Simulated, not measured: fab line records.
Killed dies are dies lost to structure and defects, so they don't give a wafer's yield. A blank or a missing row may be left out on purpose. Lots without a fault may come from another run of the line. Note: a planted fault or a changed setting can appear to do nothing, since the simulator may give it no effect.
One fault through the eyes of 2 desks || flow nandHarc || what lay behind the numbers comes last; until then each desk has only its own

## FOR THE TOOL OWNER'S DESK: rieDiel-08
The tool's own readings at NHARC_A_SGD_CUT_ETCHBACK_24 (etches the open film in CH3F/O2, target depth 50 nm, time 92.857 s): means of the sampled wafers that have a number, for each lot that ran on this tool. A lot is out of limits, marked OUT, if its mean lies more than 4 standard deviations from the usual mean; the brackets give that distance.
Columns: A = drypumpMotorCurrentA at NHARC_A_SGD_CUT_ETCHBACK_24, usual 5.7 A; B = oesProductAu at NHARC_A_SGD_CUT_ETCHBACK_24, usual 0.96 a.u.; C = rfVppV at NHARC_A_SGD_CUT_ETCHBACK_24, usual 244.7 V; D = showerheadPlenumPTorr at NHARC_A_SGD_CUT_ETCHBACK_24, usual 2.47 Torr; E = throttleValvePct at NHARC_A_SGD_CUT_ETCHBACK_24, usual 20.664 %
{"lot": "L500", "first seen here": "day 14 08:47", "A": 5.8, "B": 0.93, "C": 244.6, "D": 2.45, "E": 20.666}
{"lot": "L503", "first seen here": "day 14 23:40", "A": 6.2, "B": 1.00, "C": 245.6, "D": 2.49, "E": 20.672}
{"lot": "L505", "first seen here": "day 15 09:42", "A": 6.2, "B": 0.94, "C": 245.6, "D": 2.56, "E": 20.664}
{"lot": "L507", "first seen here": "day 16 04:20", "A": 5.8, "B": 0.93, "C": 245.6, "D": 2.51, "E": 20.668}
{"lot": "L514", "first seen here": "day 18 03:46", "A": 5.8, "B": 0.95, "C": 245.7, "D": 2.51, "E": 20.661}
{"lot": "L519", "first seen here": "day 19 10:25", "A": 5.8, "B": 0.94, "C": 243.8, "D": 2.45, "E": 20.666}
{"lot": "L520", "first seen here": "day 19 23:59", "A": 6.3, "B": 0.90, "C": 244.4, "D": 2.44, "E": 20.665}
This desk's verdict: no lot among the 7 shows anything out of limits.

## THE DEFECT DESK
What the inspections along the route counted, lot by lot: means of the sampled wafers that have a number. A lot is out of limits, marked OUT, if its mean lies more than 4 standard deviations from the usual mean; the brackets give that distance.
Columns: A = rawDefectCount at NHARC_A_SGD_CUT_INSPECT_25, usual 295
{"lot": "L499", "first seen here": "day 13 14:15", "A": 340}
{"lot": "L500", "first seen here": "day 14 09:01", "A": 218}
{"lot": "L502", "first seen here": "day 14 09:05", "A": 314}
{"lot": "L503", "first seen here": "day 14 23:58", "A": 196}
{"lot": "L505", "first seen here": "day 15 09:56", "A": 400}
{"lot": "L504", "first seen here": "day 15 09:57", "A": 319}
{"lot": "L506", "first seen here": "day 15 09:59", "A": 229}
{"lot": "L507", "first seen here": "day 16 04:33", "A": 230}
{"lot": "L508", "first seen here": "day 16 04:33", "A": 308}
{"lot": "L512", "first seen here": "day 17 01:22", "A": 257}
{"lot": "L513", "first seen here": "day 17 22:05", "A": 313}
{"lot": "L514", "first seen here": "day 18 04:01", "A": 267}
{"lot": "L519", "first seen here": "day 19 10:38", "A": 282}
{"lot": "L520", "first seen here": "day 20 00:13", "A": 320}
This desk's verdict: no lot among the 14 shows anything out of limits.

## PUT TOGETHER
The desk of the tool owner found nothing out of limits.
No out-of-limits result turned up at the defect desk.

## WHAT WAS PUT IN BY THE SIMULATOR
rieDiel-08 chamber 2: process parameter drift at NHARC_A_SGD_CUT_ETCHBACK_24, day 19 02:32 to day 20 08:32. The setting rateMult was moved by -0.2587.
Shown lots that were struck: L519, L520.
